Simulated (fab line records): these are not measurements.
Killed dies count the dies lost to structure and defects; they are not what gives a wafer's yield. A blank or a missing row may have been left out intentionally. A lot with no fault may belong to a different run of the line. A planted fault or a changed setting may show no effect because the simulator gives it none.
fab line records	flow n5_finfet
record: lots: 7	wafers: 18	last_day: 17
route steps=1938 shown GATE_CUT@480 PASSIVATION@1936
lots that met no fault: from a run of the same line without faults
start_h: start of the lot's first displayed wafer, in hours after the record's first day	wait_h: time in hours since the lot's previous step	" repeats the value in the row above	L1.1+2: one row covering several wafers at once	- either no value or no given start	* or withheld: withheld	< > ~ a bound
route shown NAME@n: a module of which the file shows steps, and the number in the route of the first	usual: average and standard deviation across the fault-free wafers	same: alike in all rows	chamber/n: place in a boat	sites: per-site readings	_std_site: the values' standard deviation	_edge_site: inner sites' mean taken away from outer sites' mean	radius_mm: for every site, how far away it sits from the centre of the wafer	mask NAME#n: copy n	behind: tool/chamber where the wafer was last shaped	hold: why the lot went on hold/how many hours it stayed there/how the hold came to an end	device: the transistor (n, p or np) that didn't switch	end of line: tests run on the same wafers once the route is complete	a step given without rows: its recipe and nothing more	killed: not the wafer's yield, but the dies lost to structure and defects at the first sort	map: per-die view of a wafer (x killed, . not killed, _ where there is no die)
set.NAME: setting as actually run; set.NAME@STEP: the setting as run at that earlier step	model.NAME: the simulator's own value behind a step, which no gauge read
lots at selected steps of the route; one table per step, one row per wafer
services: a tool's chamber out of use, with start hour (start_h, from the record's first day; less than 0 if before it), hours out, and reason
== steps ==
step: N5_GATE_CUT_COAT_27
recipe: resist: underlayer	temp_c: 205	time_s: 60	spin_rpm: 1500	resist_thk_nm: 10
step: N5_GATE_CUT_COAT_07
recipe: resist: CAR-EUV	spin_rpm: 1500	resist_thk_nm: 30
step: N5_GATE_CUT_EBR_09
recipe: solvent: PGMEA	ebr_width_mm: 1.5
step: N5_GATE_CUT_SOFTBAKE_08
recipe: temp_c: 110	time_s: 60	resist: CAR-EUV
step: N5_GATE_CUT_EXPOSE_10
recipe: mask_id: GATE_CUT	na: 0.33	source_shape: annular	sigma_inner: 0.35	sigma_outer: 0.8	polarization: unpolarized	target_cd_nm: 20	dose_mj: 43.25
step: N5_GATE_CUT_PEB_11
recipe: peb_temp_c: 100	peb_time_s: 60	resist: CAR-EUV
step: N5_GATE_CUT_DEVELOP_12
recipe: develop_time_s: 30	developer: TMAH	resist: CAR-EUV	rinse_liquid: surfactant_rinse	dry: air_spin	dev_temp_c: 23
step: N5_GATE_CUT_CD_MEAS_13
recipe: target_cd_nm: 20	landing_energy_ev: 500	detector: se_inlens
usual: cd_nm: 19.9/0.3
lot.wafer	tool	chamber	start_h	wait_h	cd_nm
L911.1	cd_sem-03	0	89.15	-	20.2
L911.2	"	0	"	"	19.9
L911.3	"	0	"	"	20.0
L913.1	cd_sem-03	0	101.56	-	20.5
L913.2	"	0	"	"	19.7
L928.4	cd_sem-03	0	189.90	-	20.0
L928.5	"	0	"	"	19.6
L930.1	cd_sem-02	0	206.64	-	19.3
L930.5	"	0	"	"	19.7
L931.1	cd_sem-03	0	209.83	-	20.2
L931.3	"	0	"	"	19.6
L931.4	"	0	"	"	19.9
L932.1	cd_sem-01	0	217.96	-	19.8
L932.2	"	0	"	"	20.3
L932.3	"	0	"	"	19.9
L933.1	cd_sem-01	0	226.07	-	19.6
L933.3	"	0	"	"	19.5
L933.5	"	0	"	"	19.5
step: N5_GATE_CUT_OVL_MEAS_14
recipe: points_per_wafer: 522
usual: GATE_CUT_OVL: 0.4/0.66
lot.wafer	tool	chamber	start_h	wait_h	GATE_CUT_OVL[nm]
L911.1	overlay-02	0	89.19	0.0	-0.6
L911.2	"	0	"	"	0.1
L911.3	"	0	"	"	0.2
L913.1	overlay-01	0	101.59	0.0	0.9
L913.2	"	0	"	"	1.2
L928.4	overlay-01	0	189.99	0.1	0.0
L928.5	"	0	"	"	0.5
L930.1	overlay-01	0	206.67	0.0	0.1
L930.5	"	0	"	"	0.6
L931.1	overlay-02	0	209.86	0.0	0.3
L931.3	"	0	"	"	0.4
L931.4	"	0	"	"	-0.1
L932.1	overlay-01	0	218.00	0.0	0.6
L932.2	"	0	"	"	-0.1
L932.3	"	0	"	"	0.9
L933.1	overlay-02	0	226.10	0.0	0.7
L933.3	"	0	"	"	0.8
L933.5	"	0	"	"	0.6
step: N5_GATE_CUT_INSPECT_15
recipe: mode: adi	inspect_instrument: brightfield
usual: raw_defect_count: 130/38
lot.wafer	tool	chamber	start_h	wait_h	raw_defect_count
L911.1	defect_inspect-02	-	89.24	0.1	188
L911.2	"	-	"	"	134
L911.3	"	-	"	"	111
L913.1	defect_inspect-01	-	101.65	0.1	235
L913.2	"	-	"	"	243
L928.4	defect_inspect-01	-	190.03	0.0	98
L928.5	"	-	"	"	93
L930.1	defect_inspect-01	-	206.73	0.1	150
L930.5	"	-	"	"	146
L931.1	defect_inspect-02	-	209.92	0.1	205
L931.3	"	-	"	"	118
L931.4	"	-	"	"	195
L932.1	defect_inspect-02	-	218.06	0.1	149
L932.2	"	-	"	"	137
L932.3	"	-	"	"	111
L933.1	defect_inspect-02	-	226.15	0.1	152
L933.3	"	-	"	"	129
L933.5	"	-	"	"	136
step: N5_GATE_CUT_DESCUM_18
recipe: chemistry: O2	time_s: 7	source_power_w: 50	bias_power_w: 20	pressure_mtorr: 20	rf_frequency_hz: 2.712e+07	temp_c: 40	resist: CAR-EUV	o2_flow_sccm: 225
usual: drypump_motor_current_A: 5.6/0.52	oes_product_au: 0.78/0.08	rf_vpp_V: 242.9/1.6	showerhead_plenum_p_Torr: 2.08/0.086	throttle_valve_pct: 20.52/0.25
lot.wafer	tool	chamber	start_h	wait_h	drypump_motor_current_A	oes_product_au	rf_hours_counter_h	rf_vpp_V	showerhead_plenum_p_Torr	throttle_valve_pct
L911.1	rie_diel-02	0	89.37	0.1	5.7	0.77	113	239.7	1.95	20.71
L911.2	"	2	"	"	5.6	0.89	46	243.4	2.04	20.39
L911.3	"	1	"	"	5.4	0.73	202	243.3	2.08	20.91
L913.1	rie_diel-03	1	101.68	0.0	5.0	0.97	4	247.0	2.23	20.09
L913.2	"	0	"	"	5.9	0.69	192	243.3	2.19	20.39
L928.4	rie_diel-03	3	190.08	0.0	6.5	0.70	-	243.2	1.98	20.59
L928.5	"	1	"	"	5.1	0.88	-	245.2	2.22	20.14
L930.1	rie_diel-03	1	206.76	0.0	5.0	0.88	39	244.5	2.22	20.13
L930.5	"	2	"	"	5.3	0.86	-	241.6	2.05	20.58
L931.1	rie_diel-03	3	209.95	0.0	6.5	0.70	244	240.4	1.98	20.61
L931.3	"	2	"	"	5.3	0.86	56	242.6	2.05	20.59
L931.4	"	2	"	"	5.3	0.85	-	242.0	2.05	20.58
L932.1	rie_diel-06	2	218.09	0.0	4.7	0.69	238	242.8	2.06	20.79
L932.2	"	1	"	"	5.4	0.79	109	244.3	2.18	20.21
L932.3	"	0	"	"	6.2	0.70	231	241.0	1.96	20.79
L933.1	rie_diel-02	2	226.19	0.0	5.7	0.81	89	239.9	2.02	20.45
L933.3	"	0	"	"	5.7	0.73	154	241.2	1.93	20.77
L933.5	"	1	"	"	5.4	0.69	-	242.7	2.07	20.97
step: N5_GATE_CUT_ETCH_28
recipe: chemistry: N2/H2	target: underlayer	target_depth_a: 130	mask_material: CAR-EUV	time_s: 10.4	ion_energy_ev: 200	pressure_mtorr: 30	source_w: 840	bias_w: 150	n2_flow_sccm: 200	h2_flow_sccm: 200	ends: cleared
usual: bias_w: 150.0/0.44	drypump_motor_current_A: 5.6/0.52	etch_rf_on_time_s: 10.6/0.41	h2_flow_sccm: 200.0/0.59	oes_product_au: 0.66/0.069	rf_vpp_V: 523/3.1	showerhead_plenum_p_Torr: 2.52/0.1	throttle_valve_pct: 17.91/0.29
lot.wafer	tool	chamber	start_h	wait_h	bias_w	drypump_motor_current_A	etch_rf_on_time_s	h2_flow_sccm	oes_product_au	rf_hours_counter_h	rf_vpp_V	showerhead_plenum_p_Torr	throttle_valve_pct
L911.1	rie_diel-02	0	89.41	0.0	150.4	5.7	10.7	199.4	0.65	113	519	2.37	18.25
L911.2	"	2	"	"	149.9	5.7	10.5	200.2	0.75	46	522	2.46	17.73
L911.3	"	1	"	"	149.9	5.5	10.7	200.2	0.61	202	523	2.51	18.17
L913.1	rie_diel-03	1	101.71	0.0	150.1	5.0	10.4	199.4	0.82	4	528	2.72	17.59
L913.2	"	0	"	"	150.2	6.0	10.5	200.1	0.60	192	526	2.64	17.72
L928.4	rie_diel-03	3	190.11	0.0	150.2	6.5	11.0	200.0	0.57	-	521	2.40	17.84
L928.5	"	1	"	"	149.1	5.0	10.8	200.5	0.74	-	528	2.71	17.63
L930.1	rie_diel-03	1	206.80	0.0	150.1	5.0	10.5	200.2	0.74	39	528	2.71	17.65
L930.5	"	2	"	"	150.0	5.3	10.5	200.1	0.72	-	522	2.47	17.84
L931.1	rie_diel-03	3	209.98	0.0	150.9	6.4	11.0	201.1	0.58	244	520	2.40	17.86
L931.3	"	2	"	"	150.0	5.3	10.6	198.6	0.72	56	522	2.47	17.84
L931.4	"	2	"	"	150.1	5.3	10.7	199.1	0.71	-	522	2.47	17.80
L932.1	rie_diel-06	2	218.12	0.0	150.6	4.8	11.0	199.8	0.58	238	525	2.51	18.24
L932.2	"	1	"	"	150.0	5.4	9.9	199.3	0.69	109	527	2.64	17.50
L932.3	"	0	"	"	150.6	6.3	10.4	199.7	0.61	231	520	2.42	18.41
L933.1	rie_diel-02	2	226.22	0.0	149.1	5.7	10.7	200.2	0.69	89	521	2.45	17.80
L933.3	"	0	"	"	150.1	5.7	10.5	200.6	0.62	154	518	2.35	18.32
L933.5	"	1	"	"	150.9	5.5	10.8	200.0	0.58	-	523	2.49	18.24
step: N5_GATE_CUT_ETCH_36
recipe: chemistry: CF4	target: SiARC	target_depth_a: 130	mask_material: CAR-EUV	time_s: 21.7	ion_energy_ev: 80	pressure_mtorr: 40	source_w: 545	bias_w: 36	Ar_flow_sccm: 100	cf4_flow_sccm: 100	ends: cleared
usual: bias_w: 35.99/0.1	drypump_motor_current_A: 5.6/0.52	etch_rf_on_time_s: 22.0/0.77	oes_product_au: 0.66/0.069	rf_vpp_V: 183.9/1.3	showerhead_plenum_p_Torr: 2.13/0.089	throttle_valve_pct: 15.72/0.25
lot.wafer	tool	chamber	start_h	wait_h	bias_w	drypump_motor_current_A	etch_rf_on_time_s	oes_product_au	rf_hours_counter_h	rf_vpp_V	showerhead_plenum_p_Torr	throttle_valve_pct
L911.1	rie_diel-02	0	89.43	0.0	35.96	5.7	21.7	0.66	113	180.6	2.01	15.87
L911.2	"	2	"	"	36.10	5.6	21.4	0.76	46	183.4	2.08	15.47
L911.3	"	1	"	"	35.85	5.4	21.8	0.61	202	183.3	2.12	16.02
L913.1	rie_diel-03	1	101.73	0.0	35.95	5.0	21.9	0.81	4	185.5	2.28	15.23
L913.2	"	0	"	"	35.90	5.9	21.8	0.59	192	186.0	2.23	15.64
L928.4	rie_diel-03	3	190.13	0.0	36.02	6.5	37.9	0.46	-	183.5	2.03	15.76
L928.5	"	1	"	"	36.00	5.0	22.1	0.75	-	186.5	2.27	15.30
L930.1	rie_diel-03	1	206.82	0.0	35.93	5.1	37.1	0.57	39	184.1	2.27	15.31
L930.5	"	2	"	"	35.98	5.3	22.0	0.71	-	184.3	2.07	15.62
L931.1	rie_diel-03	3	210.00	0.0	36.03	6.5	37.9	0.44	244	183.8	2.03	15.76
L931.3	"	2	"	"	36.24	5.2	22.4	0.71	56	184.7	2.07	15.61
L931.4	"	2	"	"	36.02	5.3	38.1	0.54	-	183.1	2.07	15.60
L932.1	rie_diel-06	2	218.14	0.0	36.02	4.7	22.5	0.58	239	183.0	2.12	16.00
L932.2	"	1	"	"	35.96	5.4	20.5	0.69	109	184.5	2.26	15.59
L932.3	"	0	"	"	35.98	6.2	21.6	0.61	231	182.7	2.04	16.17
L933.1	rie_diel-02	2	226.24	0.0	36.13	5.7	22.2	0.69	89	182.4	2.07	15.52
L933.3	"	0	"	"	36.05	5.8	22.0	0.63	154	182.0	1.99	15.96
L933.5	"	1	"	"	36.09	5.4	22.3	0.58	-	184.1	2.11	16.11
step: N5_GATE_CUT_ETCH_37
recipe: chemistry: N2/H2	target: SOC	target_depth_a: 600	overetch_a: 120	mask_material: SiARC	temp_c: 40	time_s: 90	ion_energy_ev: 200	pressure_mtorr: 30	source_w: 840	bias_w: 150	n2_flow_sccm: 200	h2_flow_sccm: 200
usual: bias_w: 150.0/0.43	drypump_motor_current_A: 5.6/0.52	h2_flow_sccm: 199.9/0.57	oes_product_au: 0.70/0.065	rf_vpp_V: 524/3	showerhead_plenum_p_Torr: 2.52/0.1	throttle_valve_pct: 17.88/0.3
lot.wafer	tool	chamber	start_h	wait_h	bias_w	drypump_motor_current_A	h2_flow_sccm	oes_product_au	rf_hours_counter_h	rf_vpp_V	showerhead_plenum_p_Torr	throttle_valve_pct
L911.1	rie_diel-02	0	89.45	0.0	150.3	5.7	200.0	0.69	113	518	2.37	18.21
L911.2	"	2	"	"	149.6	5.6	200.0	0.79	46	522	2.46	17.70
L911.3	"	1	"	"	150.3	5.5	200.6	0.65	202	525	2.51	18.14
L913.1	rie_diel-03	1	101.76	0.0	150.4	5.0	200.7	0.85	4	529	2.72	17.56
L913.2	"	0	"	"	150.0	6.0	199.4	0.63	192	526	2.64	17.72
L928.4	rie_diel-03	3	190.18	0.0	150.4	6.5	199.2	0.63	-	521	2.40	17.83
L928.5	"	1	"	"	150.3	5.1	201.0	0.79	-	529	2.71	17.62
L930.1	rie_diel-03	1	206.84	0.0	150.0	5.0	199.9	0.78	39	529	2.71	17.62
L930.5	"	2	"	"	150.0	5.3	198.6	0.76	-	522	2.47	17.80
L931.1	rie_diel-03	3	210.03	0.0	148.8	6.5	199.9	0.62	244	521	2.40	17.83
L931.3	"	2	"	"	150.2	5.3	199.6	0.74	56	523	2.47	17.79
L931.4	"	2	"	"	150.7	5.3	199.7	0.75	-	522	2.47	17.82
L932.1	rie_diel-06	2	218.17	0.0	150.0	4.7	199.7	0.63	239	523	2.51	18.21
L932.2	"	1	"	"	150.2	5.4	199.8	0.70	109	528	2.64	17.47
L932.3	"	0	"	"	149.3	6.3	200.5	0.64	231	520	2.42	18.39
L933.1	rie_diel-02	2	226.27	0.0	150.0	5.6	200.2	0.74	89	523	2.45	17.76
L933.3	"	0	"	"	150.1	5.7	199.9	0.66	154	519	2.35	18.29
L933.5	"	1	"	"	149.8	5.5	199.9	0.61	-	523	2.49	18.22
step: N5_PASSIVATION_PROBE_49
usual: killed_at_M0_to_M3: 32/9.3	killed_at_M4_up: 14/4.9	killed_at_contacts: 15/7.5	killed_at_front_end: 40/11	killed_at_other: 4/3.3	killed_dies: 104/17	killed_open: 68/14	killed_short: 33/7.9
same: gross_dies: 1180	killed_at_back_side: 0
lot.wafer	tool	chamber	start_h	wait_h	killed_at_M0_to_M3	killed_at_M4_up	killed_at_contacts	killed_at_front_end	killed_at_other	killed_dies	killed_open	killed_short
L913.1	prober-02	-	287.81	0.0	31	11	30	21	1	94	58	35
L913.2	prober-02	-	287.86	0.1	52	8	29	29	4	122	70	37
L931.1	prober-02	-	384.63	0.0	34	5	12	30	4	85	61	24
L931.3	prober-02	-	384.73	0.1	24	13	7	30	6	80	53	22
L931.4	prober-02	-	384.78	0.2	19	23	14	27	8	91	59	23
L930.1	prober-01	-	390.69	0.0	45	4	4	43	1	97	56	41
L930.5	prober-01	-	390.89	0.2	41	12	8	47	4	112	63	37
L932.1	prober-01	-	393.53	0.0	34	14	4	24	1	77	56	20
L932.2	prober-01	-	393.58	0.1	29	20	6	21	0	76	51	25
L932.3	prober-01	-	393.63	0.1	33	15	15	24	2	89	61	28
killed by level:class
L913.1 MOL_CONTACT_COAG:geometric_particle:open=25 BEOL_M0_SAQP:geometric_particle:short=9 MOL_CONTACT_COAG:geometric_particle:short=5 BEOL_M5:geometric_particle:open=5 BEOL_M1:geometric_particle:open=4 BEOL_M0_SAQP:geometric_particle:open=4 BEOL_M2:geometric_particle:open=4 BEOL_M3:geometric_particle:short=4
L913.2 MOL_CONTACT_COAG:geometric_particle:open=16 BEOL_M0_SAQP:geometric_particle:open=15 BEOL_M0_SAQP:geometric_particle:short=13 MOL_CONTACT_COAG:area_etch=9 BEOL_M1:geometric_particle:open=8 FIN_SAQP:geometric_particle:open=6 BEOL_M2:geometric_particle:open=6 HKMG_FIN:area_etch=6
L931.1 BEOL_M0_SAQP:geometric_particle:open=11 MOL_CONTACT_COAG:geometric_particle:open=9 FIN_SAQP:geometric_particle:open=8 BEOL_M0_SAQP:geometric_particle:short=7 BEOL_M2:geometric_particle:open=5 STARTING-WAFER:geometric_particle:open=5 STI_FIN_REVEAL:geometric_particle:open=4 BEOL_M0:geometric_particle:open=4
L931.3 FIN_SAQP:geometric_particle:open=9 BEOL_M3:geometric_particle:open=7 BEOL_M4:geometric_particle:open=6 DUMMY_GATE:geometric_particle:open=5 MOL_CONTACT_COAG:geometric_particle:short=4 BEOL_M0_SAQP:geometric_particle:short=4 BEOL_M1:geometric_particle:open=4 PASSIVATION:area_etch=4
L931.4 MOL_CONTACT_COAG:geometric_particle:open=13 BEOL_M4:geometric_particle:open=12 BEOL_M3:geometric_particle:open=7 PASSIVATION:area_etch=7 STI_FIN_REVEAL:geometric_particle:open=6 STARTING-WAFER:geometric_particle:short=5 BEOL_M8:geometric_particle:open=4 BEOL_M1:geometric_particle:open=4
L930.1 BEOL_M0_SAQP:geometric_particle:short=16 BEOL_M0_SAQP:geometric_particle:open=11 FIN_SAQP:geometric_particle:open=9 FIN_SAQP:geometric_particle:short=8 STI_FIN_REVEAL:geometric_particle:open=7 BEOL_M3:geometric_particle:open=6 STI_FIN_REVEAL:geometric_particle:short=5 GATE_CUT:geometric_particle:short=5
L930.5 BEOL_M0_SAQP:geometric_particle:open=14 FIN_SAQP:geometric_particle:short=12 HKMG_FIN:area_etch=12 STI_FIN_REVEAL:geometric_particle:open=9 BEOL_M2:geometric_particle:open=8 MOL_CONTACT_COAG:geometric_particle:open=7 BEOL_M0_SAQP:geometric_particle:short=5 BEOL_M1:geometric_particle:open=4
L932.1 BEOL_M1:geometric_particle:open=7 BEOL_M2:geometric_particle:open=7 BEOL_M4:geometric_particle:open=6 STI_FIN_REVEAL:geometric_particle:open=6 MOL_CONTACT_COAG:geometric_particle:open=4 BEOL_M0_SAQP:geometric_particle:open=4 BEOL_M0:geometric_particle:open=4 BEOL_M5:geometric_particle:open=4
L932.2 BEOL_M4:geometric_particle:open=9 BEOL_M0_SAQP:geometric_particle:open=7 BEOL_M1:geometric_particle:open=7 DUMMY_GATE:geometric_particle:open=5 STI_FIN_REVEAL:geometric_particle:open=4 MOL_CONTACT_COAG:geometric_particle:short=4 BEOL_M0_SAQP:geometric_particle:short=4 BEOL_M5:geometric_particle:open=4
L932.3 STI_FIN_REVEAL:geometric_particle:open=11 MOL_CONTACT_COAG:geometric_particle:open=10 BEOL_M1:geometric_particle:open=8 BEOL_M0_SAQP:geometric_particle:short=7 BEOL_M4:geometric_particle:open=6 MOL_CONTACT_COAG:geometric_particle:short=5 BEOL_M0_SAQP:geometric_particle:open=5 BEOL_M5:geometric_particle:open=5
== services ==
tool	chamber	start_h	hours	kind
rie_diel-03	1	68.41	-	clean
rie_diel-03	1	68.41	-	consumable_replace:focus_ring
rie_diel-03	1	68.41	-	consumable_replace:showerhead
rie_diel-03	1	68.41	23.2	scheduled_down
rie_diel-03	1	68.41	23.2	vent_cycle
rie_diel-06	1	70.09	4.3	repair
rie_diel-06	-	98.98	0.4	repair
rie_diel-03	0	115.96	8.9	repair
rie_diel-02	3	159.07	-	clean
rie_diel-02	3	159.07	-	consumable_replace:focus_ring
rie_diel-02	3	159.07	16.3	scheduled_down
rie_diel-02	3	159.07	16.3	vent_cycle
rie_diel-06	0	163.38	9.6	repair
== key ==
first_sign: step: N5_GATE_CUT_ETCH_36	reading: etch_rf_on_time_s	direction: up	sigmas: 21	usual: *	struck: *
effect: step: N5_GATE_CUT_ETCH_36	reading: oes_product_au	direction: down	sigmas: 2.3	usual: 0.66	struck: 0.50	wafers_moved: 2
met_at N5_GATE_CUT_ETCH_36
struck_wafers L928.4,L930.1,L931.1,L931.4
tester_left_out L928,L930,L931
baseline_loss: step: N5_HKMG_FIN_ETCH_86	wafers: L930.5
onset_between 101.73 190.13
fault: kind: process_parameter_drift	tool: rie_diel-03	chamber: -	onset_h: 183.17	steps: N5_GATE_CUT_ETCH_36	channel: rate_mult	offset: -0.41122	shape: step	end_h: 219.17	scope: struck_wafers_only
tester_left_out: of these lots the tester's yield and bins aren't shown, on N5 and GAA mostly nor the transistor test; their killed dies are dies lost to structure and defects alone, not to doping, threshold or leakage, so they don't give the yield
baseline_loss: these wafers lose ten dies or more at that step, a loss of the line's own and not of a fault; the sort's usual values leave them out
